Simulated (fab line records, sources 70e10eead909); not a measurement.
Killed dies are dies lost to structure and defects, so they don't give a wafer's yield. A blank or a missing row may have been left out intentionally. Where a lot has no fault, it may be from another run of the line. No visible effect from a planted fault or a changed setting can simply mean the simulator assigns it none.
Matching of chambers / flow nand harc / NHARC_P_M2_STRIP_18 on rie diel-07: 4 sister chambers
The step strips in N2/H2. 16 wafers are shown with their chamber, then 8 later ones without.

== WAFERS WITH THEIR CHAMBER ==
wafer=L570.1; chamber=3; drypump motor current A (A)=5.48; oes product au (a.u.)=0.978; rf vpp V (V)=89.9
wafer=L570.2; chamber=1; drypump motor current A (A)=5.53; oes product au (a.u.)=1.001; rf vpp V (V)=91.4
wafer=L570.3; chamber=2; drypump motor current A (A)=5.99; oes product au (a.u.)=0.991; rf vpp V (V)=89.1
wafer=L571.1; chamber=0; drypump motor current A (A)=5.85; oes product au (a.u.)=1.001; rf vpp V (V)=90.3
wafer=L571.2; chamber=3; drypump motor current A (A)=5.50; oes product au (a.u.)=0.979; rf vpp V (V)=88.4
wafer=L571.4; chamber=2; drypump motor current A (A)=6.01; oes product au (a.u.)=0.980; rf vpp V (V)=90.9
wafer=L573.3; chamber=3; drypump motor current A (A)=5.41; oes product au (a.u.)=0.978; rf vpp V (V)=90.2
wafer=L573.4; chamber=2; drypump motor current A (A)=5.98; oes product au (a.u.)=1.003; rf vpp V (V)=88.7
wafer=L573.6; chamber=0; drypump motor current A (A)=5.88; oes product au (a.u.)=1.003; rf vpp V (V)=91.4
wafer=L575.2; chamber=3; drypump motor current A (A)=5.42; oes product au (a.u.)=1.007; rf vpp V (V)=89.8
wafer=L575.4; chamber=2; drypump motor current A (A)=6.02; oes product au (a.u.)=1.000; rf vpp V (V)=90.5
wafer=L575.6; chamber=2; drypump motor current A (A)=6.02; oes product au (a.u.)=1.003; rf vpp V (V)=91.5
wafer=L574.2; chamber=1; drypump motor current A (A)=5.50; oes product au (a.u.)=1.016; rf vpp V (V)=91.1
wafer=L574.3; chamber=0; drypump motor current A (A)=5.91; oes product au (a.u.)=1.019; rf vpp V (V)=91.2
wafer=L574.6; chamber=1; drypump motor current A (A)=5.51; oes product au (a.u.)=1.007; rf vpp V (V)=91.1
wafer=L578.1; chamber=0; drypump motor current A (A)=5.88; oes product au (a.u.)=1.021; rf vpp V (V)=89.8

SIGNATURES, as means of the wafers listed above
reading=drypump motor current A; chamber 0=5.8800; chamber 1=5.5133; chamber 2=6.0040; chamber 3=5.4525; scatter within a chamber=0.0281
reading=oes product au; chamber 0=1.01100; chamber 1=1.00800; chamber 2=0.99540; chamber 3=0.98550; scatter within a chamber=0.011
reading=rf vpp V; chamber 0=90.675; chamber 1=91.200; chamber 2=90.140; chamber 3=89.575; scatter within a chamber=0.885
Rule: distance of a wafer from a chamber = root of the sum over the readings of ((wafer's reading minus chamber's mean) / reading's scatter) squared. If the next closest chamber is less than 2 further off than the closest, the wafer can't be placed; otherwise it belongs to the closest. The scatter: take each reading less its chamber's mean, square it, sum over the shown wafers, divide by the number of wafers less the number of chambers, and take the root.

== WAFERS WHOSE CHAMBER IS MISSING ==
wafer=L578.4; drypump motor current A (A)=5.54; oes product au (a.u.)=1.005; rf vpp V (V)=91.1
wafer=L578.5; drypump motor current A (A)=5.37; oes product au (a.u.)=0.987; rf vpp V (V)=90.8
wafer=L584.1; drypump motor current A (A)=5.43; oes product au (a.u.)=0.972; rf vpp V (V)=90.8
wafer=L584.2; drypump motor current A (A)=6.02; oes product au (a.u.)=1.017; rf vpp V (V)=90.5
wafer=L584.5; drypump motor current A (A)=5.43; oes product au (a.u.)=0.979; rf vpp V (V)=89.1
wafer=L587.2; drypump motor current A (A)=5.84; oes product au (a.u.)=0.999; rf vpp V (V)=91.1
wafer=L587.4; drypump motor current A (A)=5.52; oes product au (a.u.)=0.986; rf vpp V (V)=90.6
wafer=L587.6; drypump motor current A (A)=5.87; oes product au (a.u.)=1.012; rf vpp V (V)=89.3

== THE CHAMBER EACH PASSED THROUGH ==
wafer=L578.4; from the rows above=1; in truth=1
wafer=L578.5; from the rows above=3; in truth=3
wafer=L584.1; from the rows above=3; in truth=3
wafer=L584.2; from the rows above=2; in truth=2
wafer=L584.5; from the rows above=3; in truth=3
wafer=L587.2; from the rows above=0; in truth=0
wafer=L587.4; from the rows above=can't be placed: 1 or 3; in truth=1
wafer=L587.6; from the rows above=0; in truth=0
7 of 8 placed correctly. Unplaceable from these rows: 1, with the true chamber sitting among the candidates in 1. 0 placed wrongly.
